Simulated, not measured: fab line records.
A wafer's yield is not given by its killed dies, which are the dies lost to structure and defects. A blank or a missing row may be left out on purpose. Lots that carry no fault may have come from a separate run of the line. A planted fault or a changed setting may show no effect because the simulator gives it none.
fab line records	flow n5_finfet
[record] lots = 15	wafers = 45	last_day = 18
route steps=1938 shown BEOL_M3@1016 BEOL_M4@1021
lots that met no fault: from a run of the same line without faults
start_h: hours from the record's first day to the start of the lot's first wafer shown	wait_h: how many hours have passed since the lot's step before this one	" same as the row above	L1.1+2: one row covering several wafers at once	- value missing, or start not given	* or withheld: withheld	< > ~ a bound
route shown NAME@n: NAME is a module with steps in the file, n the number in the route of the first one	usual: mean/standard deviation of fault-free wafers	same: alike in all rows	chamber/n: place in a boat	sites: each site's reading	_std_site: standard deviation of those values	_edge_site: outer sites' mean less inner sites'	radius_mm: how far each site lies from the wafer's centre	mask NAME#n: copy n	behind: tool/chamber where the wafer was last shaped	hold: what put the lot on hold/how long, in hours/how the hold closed	device: transistor that didn't switch, given as n, p or np	end of line: the route-end tests of the same wafers	a step with no rows: only its recipe	killed: count of dies lost to structure and defects at first sort (not the wafer's yield)	map: a wafer's dies, x killed, . not, _ none there
set.NAME: the setting as run; set.NAME@STEP: as run at that earlier step	model.NAME: the simulator's own value behind a step, which no gauge read
steps of the route over a sample of lots; a table a step, a row a wafer
services: the hour from which a tool's chamber was out of use, counted from the record's first day as start_h (under 0 if before that day), plus the number of hours and why
[[steps]]
[step N5_BEOL_M3_CO_CAP_55]
[recipe] material = Co	target_thk_a = 20	temp_c = 200	precursor = CCTBA/H2	pressure_torr = 30	time_s = 102.1
[usual] heater_power_w = 233/11
lot.wafer	tool	chamber	start_h	wait_h	heater_power_w
L636.2	cvd_co-02	2	160.89	0.0	235
L636.3	"	1	"	"	225
L636.6	"	1	"	"	227
L639.3	cvd_co-02	2	179.82	0.0	233
L639.5	"	1	"	"	233
L639.6	"	0	"	"	228
L641.2	cvd_co-01	2	198.30	0.0	248
L641.3	"	1	"	"	220
L641.6	"	0	"	"	230
L640.1	cvd_co-02	0	200.30	0.0	231
L640.2	"	1	"	"	226
L640.5	"	1	"	"	233
L642.2	cvd_co-01	0	201.43	0.0	226
L642.3	"	1	"	"	223
L642.5	"	1	"	"	224
L649.2	cvd_co-01	0	239.94	0.0	230
L649.3	"	1	"	"	219
L649.5	"	0	"	"	231
L650.3	cvd_co-01	0	242.97	0.0	232
L650.5	"	1	"	"	221
L650.6	"	2	"	"	257
L651.1	cvd_co-01	0	250.33	0.0	224
L651.2	"	2	"	"	253
L651.3	"	1	"	"	222
L652.2	cvd_co-02	1	255.83	0.0	235
L652.3	"	0	"	"	230
L652.4	"	1	"	"	230
L653.1	cvd_co-01	0	263.11	0.0	226
L653.2	"	2	"	"	248
L653.4	"	0	"	"	226
L654.1	cvd_co-02	0	268.49	0.0	235
L654.2	"	1	"	"	235
L654.3	"	1	"	"	226
L657.2	cvd_co-01	2	282.28	0.0	252
L657.3	"	1	"	"	220
L657.6	"	2	"	"	254
L655.1	cvd_co-02	1	288.02	0.0	234
L655.3	"	0	"	"	234
L655.5	"	2	"	"	233
L658.1	cvd_co-01	1	293.78	0.0	216
L658.3	"	2	"	"	245
L658.4	"	0	"	"	222
L659.3	cvd_co-01	0	298.25	0.0	225
L659.5	"	1	"	"	220
L659.6	"	0	"	"	229
[step N5_BEOL_M4_ILD_DEP_00]
[recipe] material = SiOC	target_thk_a = 790	temp_c = 350	precursor = DEMS/O2	pressure_torr = 5	rf_w = 500	time_s = 15.3
[usual] heater_power_w = 503/71	showerhead_plenum_p_Torr = 5.699/0.017	throttle_valve_pct = 11.8/0.41
lot.wafer	tool	chamber	start_h	wait_h	heater_power_w	showerhead_plenum_p_Torr	throttle_valve_pct
L636.2	pecvd-04	1	161.14	0.0	455	5.696	11.6
L636.3	"	2	"	"	507	5.699	11.4
L636.6	"	1	"	"	459	5.708	11.3
L639.3	pecvd-01	2	180.07	0.0	469	5.682	11.7
L639.5	"	0	"	"	366	5.703	12.2
L639.6	"	2	"	"	467	5.678	11.6
L641.2	pecvd-04	0	198.55	0.0	555	5.712	11.7
L641.3	"	2	"	"	555	5.694	11.9
L641.6	"	1	"	"	501	5.711	11.4
L640.1	pecvd-04	0	200.54	0.0	546	5.689	11.8
L640.2	"	1	"	"	482	5.695	11.2
L640.5	"	0	"	"	552	5.708	11.5
L642.2	pecvd-02	0	201.73	0.1	422	5.713	12.5
L642.3	"	1	"	"	523	5.737	12.4
L642.5	"	1	"	"	519	5.729	11.9
L649.2	pecvd-02	2	240.19	0.0	486	5.718	11.1
L649.3	"	0	"	"	441	5.694	12.4
L649.5	"	1	"	"	530	5.722	12.3
L650.3	pecvd-01	2	243.21	0.0	483	5.663	11.6
L650.5	"	2	"	"	471	5.692	11.9
L650.6	"	0	"	"	430	5.707	12.2
L651.1	pecvd-01	2	250.58	0.0	420	5.674	11.8
L651.2	"	1	"	"	613	5.706	11.5
L651.3	"	0	"	"	438	5.692	12.1
L652.2	pecvd-04	0	256.11	0.0	608	5.706	11.9
L652.3	"	2	"	"	610	5.676	11.0
L652.4	"	1	"	"	417	5.702	11.4
L653.1	pecvd-01	1	263.36	0.0	633	5.721	11.6
L653.2	"	0	"	"	383	5.685	12.2
L653.4	"	1	"	"	509	5.704	11.7
L654.1	pecvd-02	1	268.77	0.0	540	5.732	12.1
L654.2	"	2	"	"	496	5.731	11.2
L654.3	"	0	"	"	464	5.713	12.6
L657.2	pecvd-04	2	282.53	0.0	580	5.664	11.3
L657.3	"	2	"	"	573	5.666	11.1
L657.6	"	0	"	"	583	5.706	11.9
L655.1	pecvd-04	2	288.28	0.0	577	5.679	11.3
L655.3	"	2	"	"	565	5.666	11.4
L655.5	"	0	"	"	590	5.707	11.7
L658.1	pecvd-02	0	294.02	0.0	439	5.717	12.6
L658.3	"	2	"	"	458	5.730	11.1
L658.4	"	1	"	"	485	5.710	12.3
L659.3	pecvd-02	1	298.50	0.0	492	5.717	12.2
L659.5	"	2	"	"	476	5.719	11.1
L659.6	"	1	"	"	487	5.704	12.3
[step N5_BEOL_M4_ETCH_64]
[recipe] chemistry = N2/H2	target = SOC	target_depth_a = 750	overetch_a = 225	mask_material = SiARC	temp_c = 40	time_s = 121.9	ion_energy_ev = 200	pressure_mtorr = 30	source_w = 840	bias_w = 150	n2_flow_sccm = 200	h2_flow_sccm = 200
[usual] bias_w = 150.0/0.44	chamber_pressure_mTorr = 29.998/0.025	drypump_motor_current_A = 5.8/0.55	oes_product_au = 0.59/0.049	rf_vpp_V = 523.3/2.1	showerhead_plenum_p_Torr = 2.52/0.068	throttle_valve_pct = 17.9/0.3
lot.wafer	tool	chamber	start_h	wait_h	bias_w	chamber_pressure_mTorr	drypump_motor_current_A	oes_product_au	rf_hours_counter_h	rf_vpp_V	showerhead_plenum_p_Torr	throttle_valve_pct
L636.2	rie_diel-04	1	163.68	0.0	149.9	29.951	6.0	0.55	212	524.2	2.52	18.3
L636.3	"	0	"	"	149.8	29.937	6.8	0.55	194	520.9	2.40	18.1
L636.6	"	1	"	"	150.3	29.984	6.0	0.55	-	523.0	2.52	18.3
L639.3	rie_diel-04	1	181.84	0.0	149.8	30.020	6.0	0.54	219	519.7	2.52	18.3
L639.5	"	0	"	"	149.9	30.004	6.7	0.55	-	521.6	2.40	18.1
L639.6	"	1	"	"	149.7	29.947	6.0	0.55	-	523.0	2.52	18.3
L641.2	rie_diel-01	0	201.00	0.0	-	-	-	-	-	-	-	-
L641.3	"	1	"	"	-	-	-	-	-	-	-	-
L641.6	"	1	"	"	-	-	-	-	-	-	-	-
L640.1	rie_diel-01	2	202.08	0.0	-	-	-	-	-	-	-	-
L640.2	"	0	"	"	-	-	-	-	-	-	-	-
L640.5	"	3	"	"	-	-	-	-	-	-	-	-
L642.2	rie_diel-02	2	202.75	0.0	-	-	-	-	-	-	-	-
L642.3	"	3	"	"	-	-	-	-	-	-	-	-
L642.5	"	0	"	"	-	-	-	-	-	-	-	-
L649.2	rie_diel-02	0	243.05	0.0	150.1	30.011	5.6	0.69	7	525.6	2.61	17.8
L649.3	"	1	"	"	149.3	30.026	6.6	0.54	189	523.3	2.53	18.2
L649.5	"	3	"	"	149.8	29.970	5.0	0.54	-	522.7	2.53	18.4
L650.3	rie_diel-02	1	244.45	0.0	150.7	29.999	6.6	0.53	189	524.6	2.53	18.2
L650.5	"	0	"	"	150.1	30.001	5.6	0.70	-	525.8	2.61	17.8
L650.6	"	3	"	"	150.1	30.005	5.0	0.54	-	524.9	2.53	18.4
L651.1	rie_diel-01	3	252.75	0.0	149.7	29.990	6.3	0.60	84	526.5	2.58	17.5
L651.2	"	2	"	"	149.9	29.980	5.1	0.59	117	521.3	2.46	17.8
L651.3	"	0	"	"	149.8	30.014	5.3	0.64	70	526.1	2.55	17.6
L652.2	rie_diel-01	2	257.58	0.0	149.4	29.995	5.1	0.58	118	522.1	2.46	17.8
L652.3	"	3	"	"	149.6	29.984	6.2	0.60	86	525.0	2.58	17.5
L652.4	"	1	"	"	149.2	30.018	5.4	0.60	96	524.1	2.57	17.6
L653.1	rie_diel-01	0	265.55	0.0	150.1	29.974	5.3	0.63	75	525.1	2.55	17.6
L653.2	"	3	"	"	149.9	30.005	6.2	0.59	89	523.9	2.58	17.5
L653.4	"	1	"	"	150.0	30.028	5.5	0.61	98	525.0	2.57	17.7
L654.1	rie_diel-04	0	271.62	0.0	149.2	29.990	6.8	0.53	232	520.4	2.39	18.1
L654.2	"	1	"	"	150.6	29.996	6.1	0.53	250	521.3	2.51	18.3
L654.3	"	3	"	"	150.1	29.980	5.3	0.55	199	520.9	2.43	18.1
L657.2	rie_diel-01	0	283.49	0.0	150.4	29.983	5.3	0.62	81	525.6	2.54	17.6
L657.3	"	2	"	"	150.0	29.986	5.1	0.58	126	519.9	2.45	17.8
L657.6	"	0	"	"	150.7	30.008	5.3	0.62	-	524.4	2.54	17.6
L655.1	rie_diel-04	2	290.29	0.0	149.9	30.030	6.1	0.62	88	521.9	2.46	17.6
L655.3	"	3	"	"	150.1	30.007	5.3	0.55	207	520.0	2.42	18.1
L655.5	"	0	"	"	150.0	29.975	6.8	0.52	-	520.5	2.38	18.1
L658.1	rie_diel-02	2	296.75	0.0	150.8	30.012	5.8	0.54	220	526.7	2.61	17.8
L658.3	"	3	"	"	150.4	29.999	5.0	0.53	223	522.7	2.52	18.4
L658.4	"	0	"	"	149.6	30.015	5.6	0.67	22	524.4	2.61	17.8
L659.3	rie_diel-04	3	301.65	0.0	150.7	30.001	5.3	0.55	212	521.5	2.42	18.2
L659.5	"	1	"	"	150.0	30.025	6.0	0.74	-	523.0	2.50	17.9
L659.6	"	2	"	"	150.1	29.993	6.2	0.62	-	519.8	2.46	17.6
[step N5_BEOL_M4_HM_OPEN_17]
[recipe] chemistry = Cl2/BCl3	target_depth_a = 200	overetch_a = 60	target = TiN	mask_material = SOC	ion_energy_ev = 150	pressure_mtorr = 10	icp_w = 1000	bias_w = 126	Cl2_flow_sccm = 53.25	bcl3_flow_sccm = 21.75	Ar_flow_sccm = 25
[usual] chamber_pressure_mTorr = 9.999/0.0088	drypump_motor_current_A = 5.6/0.38	oes_product_au = 0.66/0.098	throttle_valve_pct = 22.18/0.23
lot.wafer	tool	chamber	start_h	wait_h	chamber_pressure_mTorr	drypump_motor_current_A	oes_product_au	rf_hours_counter_h	throttle_valve_pct
L636.2	rie_metal-02	0	163.86	0.0	10.013	4.9	0.58	82	21.97
L636.3	"	1	"	"	10.008	5.7	0.56	-	22.25
L636.6	"	0	"	"	9.995	4.9	0.58	-	21.97
L639.3	rie_metal-02	0	182.04	0.1	10.015	4.9	0.59	-	21.96
L639.5	"	1	"	"	10.003	5.7	0.56	-	22.23
L639.6	"	0	"	"	9.989	4.9	0.58	-	21.99
L641.2	rie_metal-02	0	201.17	0.0	10.004	4.9	0.25	85	22.63
L641.3	"	0	"	"	9.994	4.9	0.25	-	22.63
L641.6	"	0	"	"	9.993	4.9	0.25	-	22.62
L640.1	rie_metal-02	1	202.25	0.0	9.993	5.7	0.25	114	22.92
L640.2	"	0	"	"	9.992	4.9	0.26	85	22.62
L640.5	"	1	"	"	10.024	5.7	0.24	-	22.89
L642.2	rie_metal-02	0	202.92	0.0	10.013	4.9	0.25	85	22.62
L642.3	"	0	"	"	9.988	4.9	0.25	-	22.63
L642.5	"	1	"	"	10.009	5.7	0.25	-	22.90
L649.2	rie_metal-03	1	243.22	0.0	10.008	5.6	0.59	81	22.46
L649.3	"	0	"	"	10.014	5.9	0.82	-	21.96
L649.5	"	1	"	"	9.985	5.6	0.59	-	22.48
L650.3	rie_metal-01	1	244.65	0.1	9.989	5.7	0.74	-	22.45
L650.5	"	1	"	"	9.996	5.7	0.75	-	22.47
L650.6	"	0	"	"	9.980	6.1	0.75	-	21.91
L651.1	rie_metal-03	0	252.93	0.0	9.988	6.0	0.83	5	21.96
L651.2	"	1	"	"	9.994	5.5	0.59	82	22.43
L651.3	"	0	"	"	9.994	6.0	0.82	-	21.96
L652.2	rie_metal-02	1	257.75	0.0	10.004	5.7	0.55	119	22.25
L652.3	"	0	"	"	9.991	4.9	0.57	-	21.99
L652.4	"	1	"	"	10.002	5.7	0.54	-	22.28
L653.1	rie_metal-03	0	265.73	0.0	10.010	5.9	0.79	6	21.97
L653.2	"	1	"	"	9.987	5.5	0.59	83	22.46
L653.4	"	0	"	"	10.009	5.9	0.80	-	21.95
L654.1	rie_metal-01	1	271.79	0.0	10.002	5.7	0.73	23	22.47
L654.2	"	0	"	"	10.004	6.1	0.74	16	21.93
L654.3	"	0	"	"	10.009	6.1	0.75	-	21.91
L657.2	rie_metal-03	1	283.66	0.0	9.994	5.6	0.58	85	22.49
L657.3	"	1	"	"	9.979	5.6	0.59	-	22.48
L657.6	"	1	"	"	9.990	5.6	0.59	-	22.46
L655.1	rie_metal-03	0	290.47	0.0	9.998	6.0	0.78	9	21.97
L655.3	"	0	"	"	10.004	6.0	0.79	-	21.96
L655.5	"	1	"	"	10.013	5.6	0.58	-	22.49
L658.1	rie_metal-01	1	296.93	0.0	9.996	5.7	0.72	26	22.50
L658.3	"	0	"	"	9.993	6.1	0.73	-	21.94
L658.4	"	1	"	"	9.987	5.7	0.72	-	22.51
L659.3	rie_metal-03	1	301.85	0.1	10.000	5.6	0.58	-	22.48
L659.5	"	1	"	"	10.005	5.6	0.58	-	22.48
L659.6	"	0	"	"	9.994	6.0	0.79	-	21.98
[step N5_BEOL_M4_STRIP_19]
[recipe] chemistry = O2	power_w = 400	temp_c = 40	pressure_mtorr = 30	rf_frequency_hz = 6e+07	bias_power_w = 0	overash_fraction = 0.2	o2_flow_sccm = 225
[usual] chamber_pressure_mTorr = 30.001/0.028	drypump_motor_current_A = 5.8/0.57	oes_product_au = 0.77/0.068	rf_vpp_V = 3.6/0.53	showerhead_plenum_p_Torr = 2.08/0.059	throttle_valve_pct = 16.80/0.29
lot.wafer	tool	chamber	start_h	wait_h	chamber_pressure_mTorr	drypump_motor_current_A	oes_product_au	rf_hours_counter_h	rf_vpp_V	showerhead_plenum_p_Torr	throttle_valve_pct
L636.2	rie_diel-01	3	163.97	0.1	30.043	6.2	0.82	56	3.6	2.12	16.16
L636.3	"	0	"	"	29.950	5.3	0.87	42	3.9	2.13	16.64
L636.6	"	0	"	"	30.000	5.3	0.87	-	3.8	2.13	16.62
L639.3	rie_diel-01	3	182.13	0.1	29.968	6.2	0.81	63	3.3	2.12	16.17
L639.5	"	1	"	"	30.018	5.4	0.82	-	3.9	2.15	16.65
L639.6	"	0	"	"	30.040	5.3	0.86	-	3.6	2.13	16.64
L641.2	rie_diel-02	3	201.28	0.1	30.036	5.1	0.73	188	2.9	2.06	17.02
L641.3	"	0	"	"	29.983	5.6	0.71	247	3.9	2.17	17.09
L641.6	"	2	"	"	29.980	5.8	0.75	-	3.8	2.17	16.72
L640.1	rie_diel-04	3	202.38	0.1	29.994	5.3	0.75	174	4.3	2.01	16.91
L640.2	"	0	"	"	30.042	6.8	0.71	208	3.6	1.99	17.09
L640.5	"	0	"	"	30.008	6.8	0.71	-	3.4	1.99	17.11
L642.2	rie_diel-01	2	203.05	0.1	29.989	5.1	0.78	102	3.7	2.04	16.68
L642.3	"	3	"	"	29.980	6.3	0.82	70	3.9	2.12	16.20
L642.5	"	2	"	"	29.986	5.2	0.78	-	4.5	2.04	16.69
L649.2	rie_diel-04	3	243.39	0.1	29.972	5.3	0.74	190	3.4	2.01	16.93
L649.3	"	0	"	"	29.993	6.8	0.70	222	3.8	1.99	17.14
L649.5	"	0	"	"	29.968	6.8	0.69	-	3.1	1.99	17.16
L650.3	rie_diel-02	0	244.73	0.1	29.957	5.6	0.93	7	4.0	2.16	16.63
L650.5	"	2	"	"	30.040	5.8	0.73	-	4.0	2.17	16.73
L650.6	"	1	"	"	30.052	6.6	0.72	-	3.8	2.08	16.94
L651.1	rie_diel-02	2	253.07	0.1	30.026	5.8	0.74	203	3.8	2.16	16.74
L651.2	"	3	"	"	29.985	5.0	0.71	208	4.1	2.06	17.05
L651.3	"	0	"	"	30.013	5.6	0.92	11	4.2	2.16	16.67
L652.2	rie_diel-01	3	257.86	0.1	29.975	6.3	0.80	86	3.4	2.11	16.22
L652.3	"	0	"	"	30.025	5.3	0.84	72	3.3	2.12	16.69
L652.4	"	1	"	"	29.984	5.4	0.80	96	4.0	2.14	16.70
L653.1	rie_diel-01	3	265.84	0.1	30.005	6.3	0.79	89	3.5	2.11	16.23
L653.2	"	2	"	"	30.017	5.2	0.78	120	3.1	2.03	16.76
L653.4	"	0	"	"	30.017	5.3	0.83	75	3.5	2.12	16.70
L654.1	rie_diel-02	1	271.96	0.1	29.997	6.6	0.71	199	2.5	2.07	16.97
L654.2	"	2	"	"	30.004	5.8	0.74	209	3.7	2.16	16.74
L654.3	"	3	"	"	29.969	5.0	0.71	214	3.4	2.05	17.04
L657.2	rie_diel-02	1	283.93	0.2	30.010	6.6	0.71	205	3.2	2.07	16.97
L657.3	"	2	"	"	30.082	5.9	0.72	215	3.4	2.16	16.76
L657.6	"	2	"	"	29.991	5.8	0.72	-	3.8	2.16	16.78
L655.1	rie_diel-04	0	290.61	0.1	29.981	6.8	0.69	240	4.2	1.98	17.18
L655.3	"	1	"	"	30.009	6.0	1.00	0	3.6	2.08	16.77
L655.5	"	0	"	"	29.999	6.8	0.68	-	5.1	1.98	17.17
L658.1	rie_diel-04	0	297.20	0.2	29.998	6.8	0.69	242	4.4	1.98	17.18
L658.3	"	3	"	"	29.983	5.3	0.73	210	4.6	2.00	16.98
L658.4	"	2	"	"	29.970	6.2	0.82	91	3.3	2.02	16.40
L659.3	rie_diel-01	1	302.11	0.2	30.016	5.4	0.77	109	4.2	2.14	16.72
L659.5	"	0	"	"	30.034	5.3	0.81	-	3.1	2.12	16.71
L659.6	"	1	"	"	30.000	5.5	0.78	-	3.8	2.14	16.70
[step N5_BEOL_M4_CD_MEAS_18]
[recipe] pitch_nm = 36	target_cd_nm = 18
[usual] cd_nm = 18.0/0.33
lot.wafer	tool	chamber	start_h	wait_h	cd_nm
L636.2	cd_sem-01	-	164.04	0.1	18.5
L636.3	"	-	"	"	18.3
L636.6	"	-	"	"	18.0
L639.3	cd_sem-01	-	182.21	0.1	18.2
L639.5	"	-	"	"	18.4
L639.6	"	-	"	"	18.0
L641.2	cd_sem-03	-	201.35	0.1	-
L641.3	"	-	"	"	-
L641.6	"	-	"	"	-
L640.1	cd_sem-03	-	202.45	0.0	-
L640.2	"	-	"	"	-
L640.5	"	-	"	"	-
L642.2	cd_sem-03	-	203.12	0.1	-
L642.3	"	-	"	"	-
L642.5	"	-	"	"	-
L649.2	cd_sem-01	-	243.46	0.1	17.8
L649.3	"	-	"	"	18.4
L649.5	"	-	"	"	18.3
L650.3	cd_sem-03	-	244.80	0.1	18.1
L650.5	"	-	"	"	17.7
L650.6	"	-	"	"	18.5
L651.1	cd_sem-03	-	253.14	0.0	18.3
L651.2	"	-	"	"	17.6
L651.3	"	-	"	"	18.4
L652.2	cd_sem-03	-	257.94	0.1	18.6
L652.3	"	-	"	"	17.9
L652.4	"	-	"	"	18.3
L653.1	cd_sem-01	-	265.91	0.0	17.8
L653.2	"	-	"	"	17.4
L653.4	"	-	"	"	17.4
L654.1	cd_sem-03	-	272.03	0.0	17.9
L654.2	"	-	"	"	18.4
L654.3	"	-	"	"	17.9
L657.2	cd_sem-01	-	284.00	0.1	18.1
L657.3	"	-	"	"	17.9
L657.6	"	-	"	"	17.9
L655.1	cd_sem-03	-	290.68	0.0	17.5
L655.3	"	-	"	"	17.7
L655.5	"	-	"	"	17.6
L658.1	cd_sem-02	-	297.27	0.0	18.3
L658.3	"	-	"	"	18.1
L658.4	"	-	"	"	17.6
L659.3	cd_sem-03	-	302.18	0.1	17.3
L659.5	"	-	"	"	17.7
L659.6	"	-	"	"	17.9
[step N5_BEOL_M4_RC_MEAS_101]
[usual] DIBL_N = 36.4/1.7	DIBL_P = 36.4/2.1	IOFF_N = 0.16/0.035	IOFF_P = 0.21/0.035	ION_N = 680/11	ION_P = 465/6.8	SS_N = 71.5/0.58	SS_P = 73.2/0.72	VT_N = 249/3.6	VT_P = -250/3.1
lot.wafer	tool	chamber	start_h	wait_h	DIBL_N[mV/V]	DIBL_P[mV/V]	IOFF_N[nA/um]	IOFF_P[nA/um]	ION_N[uA/um]	ION_P[uA/um]	SS_N[mV/dec]	SS_P[mV/dec]	VT_N[mV]	VT_P[mV]
L636.2	prober-02	0	180.10	0.2	38.5	37.3	0.18	0.21	693	464	71.5	73.9	246	-248
L636.3	"	0	"	"	37.1	34.6	0.14	0.17	685	461	71.3	73.2	253	-254
L636.6	"	0	"	"	36.7	34.6	0.14	0.15	668	447	71.4	73.4	253	-254
L639.3	prober-01	0	191.48	0.3	35.5	36.7	0.17	0.22	701	472	71.6	73.9	246	-246
L639.5	"	0	"	"	36.5	37.4	0.20	0.23	691	463	71.4	73.5	246	-246
L639.6	"	0	"	"	34.6	35.5	0.16	0.19	686	464	71.5	73.5	250	-251
L649.2	prober-02	0	252.17	0.2	38.0	36.6	0.19	0.25	695	473	72.4	73.9	243	-244
L649.3	"	0	"	"	34.5	33.9	0.13	0.21	676	473	70.4	72.5	250	-250
L649.5	"	0	"	"	38.1	37.7	0.20	0.28	695	474	72.4	74.1	244	-244
L650.3	prober-01	0	256.67	0.3	34.4	34.9	0.12	0.16	665	453	69.9	72.7	255	-258
L650.5	"	0	"	"	36.8	37.8	0.15	0.20	668	456	71.1	73.4	254	-252
L650.6	"	0	"	"	37.4	38.2	0.16	0.20	682	465	71.3	73.6	253	-254
L651.1	prober-02	0	260.74	0.0	34.3	33.7	0.13	0.17	657	460	71.6	72.2	254	-251
L651.2	"	0	"	"	32.1	33.2	0.11	0.17	669	466	70.7	72.4	252	-253
L651.3	"	0	"	"	35.0	36.9	0.15	0.20	663	458	71.1	73.0	249	-249
L652.2	prober-01	0	268.61	0.2	34.6	35.4	0.13	0.18	671	468	69.9	72.8	252	-253
L652.3	"	0	"	"	35.9	36.7	0.16	0.20	684	471	71.1	73.8	251	-252
L652.4	"	0	"	"	36.6	36.7	0.17	0.19	684	466	71.0	73.2	253	-252
L653.1	prober-02	0	273.42	0.0	37.1	38.1	0.16	0.22	680	461	71.9	73.2	250	-251
L653.2	"	0	"	"	36.5	37.3	0.15	0.21	656	452	71.4	72.5	254	-250
L653.4	"	0	"	"	34.3	35.6	0.13	0.19	668	465	71.2	72.7	255	-248
L654.1	prober-02	0	278.91	0.0	34.0	33.9	0.12	0.15	664	457	71.4	72.0	256	-253
L654.2	"	0	"	"	37.2	36.5	0.16	0.19	674	458	71.8	72.7	250	-252
L654.3	"	0	"	"	35.8	35.5	0.14	0.18	676	464	70.8	72.2	252	-255
L657.2	prober-02	0	293.39	0.2	39.5	40.4	0.24	0.28	686	463	73.2	74.5	243	-247
L657.3	"	0	"	"	37.7	37.7	0.19	0.23	702	471	71.0	73.2	243	-249
L657.6	"	0	"	"	41.5	42.8	0.31	0.32	717	480	72.9	75.0	239	-245
L655.1	prober-01	0	296.75	0.0	36.3	34.1	0.15	0.21	680	469	71.4	73.1	249	-249
L655.3	"	0	"	"	38.7	36.9	0.20	0.25	689	472	72.1	73.9	247	-248
L655.5	"	0	"	"	38.8	36.5	0.21	0.24	686	465	71.3	73.6	247	-248
L658.1	prober-01	0	306.11	0.5	38.1	38.2	0.17	0.26	678	476	71.5	74.7	251	-248
L658.3	"	0	"	"	36.0	34.8	0.14	0.20	674	470	71.9	72.7	252	-250
L658.4	"	0	"	"	34.3	33.1	0.12	0.18	669	466	70.5	72.2	254	-251
L659.3	prober-01	0	309.77	0.3	36.0	36.2	0.16	0.23	678	470	71.7	72.8	248	-249
L659.5	"	0	"	"	34.6	33.8	0.12	0.19	665	464	71.1	72.1	252	-251
L659.6	"	0	"	"	38.6	39.1	0.21	0.28	692	469	72.3	74.4	247	-247
[[services]]
tool	chamber	start_h	hours	kind
rie_diel-04	0	143.65	8.5	repair
pecvd-02	-	151.87	5.5	pm
cvd_co-01	-	158.36	2.8	pm
rie_metal-03	0	159.23	2.2	repair
cvd_co-02	-	161.11	14.6	pm
pecvd-04	2	189.26	3.8	repair
pecvd-01	-	200.46	0.3	repair
rie_metal-03	0	202.61	15.0	repair
rie_diel-02	0	211.43	-	clean
rie_diel-02	0	211.43	-	consumable_replace:focus_ring
rie_diel-02	0	211.43	15.1	scheduled_down
rie_diel-02	0	211.43	15.1	vent_cycle
rie_diel-01	-	226.88	11.4	repair
pecvd-01	2	232.52	6.1	repair
cvd_co-02	2	257.04	21.8	repair
pecvd-01	-	261.97	1.2	repair
rie_diel-02	0	269.78	9.7	repair
rie_diel-01	-	271.78	1.1	repair
rie_diel-04	1	272.31	-	clean
rie_diel-04	1	272.31	-	consumable_replace:focus_ring
rie_diel-04	1	272.31	14.9	scheduled_down
pecvd-04	1	274.60	19.2	repair
rie_diel-02	-	301.01	2.8	pm
cvd_co-02	-	301.86	6.9	pm
[[key]]
[first_sign] step = N5_BEOL_M4_ETCH_64	reading = tool_record	direction = missing
[effect] step = N5_BEOL_M4_HM_OPEN_17	reading = oes_product_au	direction = down	sigmas = 4.2	usual = 0.66	struck = 0.25
[effect] step = N5_BEOL_M4_CD_MEAS_18	reading = cd_nm	direction = missing
met_at N5_BEOL_M4_ETCH_64
struck_lots L640,L641,L642
later_rows_left_out L640.1,L640.2,L640.5,L641.2,L641.3,L641.6,L642.2,L642.3,L642.5
sort_left_out L640.1,L640.2,L640.5,L641.2,L641.3,L641.6,L642.2,L642.3,L642.5
not_acting_at N5_BEOL_M3_CO_CAP_55,N5_BEOL_M4_ILD_DEP_00,N5_BEOL_M4_STRIP_19
[fault] kind = skipped_step_whole	tool = rie_diel-01,rie_diel-02	chamber = -	onset_h = 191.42	steps = N5_BEOL_M4_ETCH_64	scope = struck_lots_only
// sort_left_out: the simulated sort isn't trusted on such a fault, so these wafers' sort isn't shown, and their yield isn't known
// later_rows_left_out: the simulator's readings of these wafers behind a module that went badly wrong aren't trusted and aren't shown, but for the sort
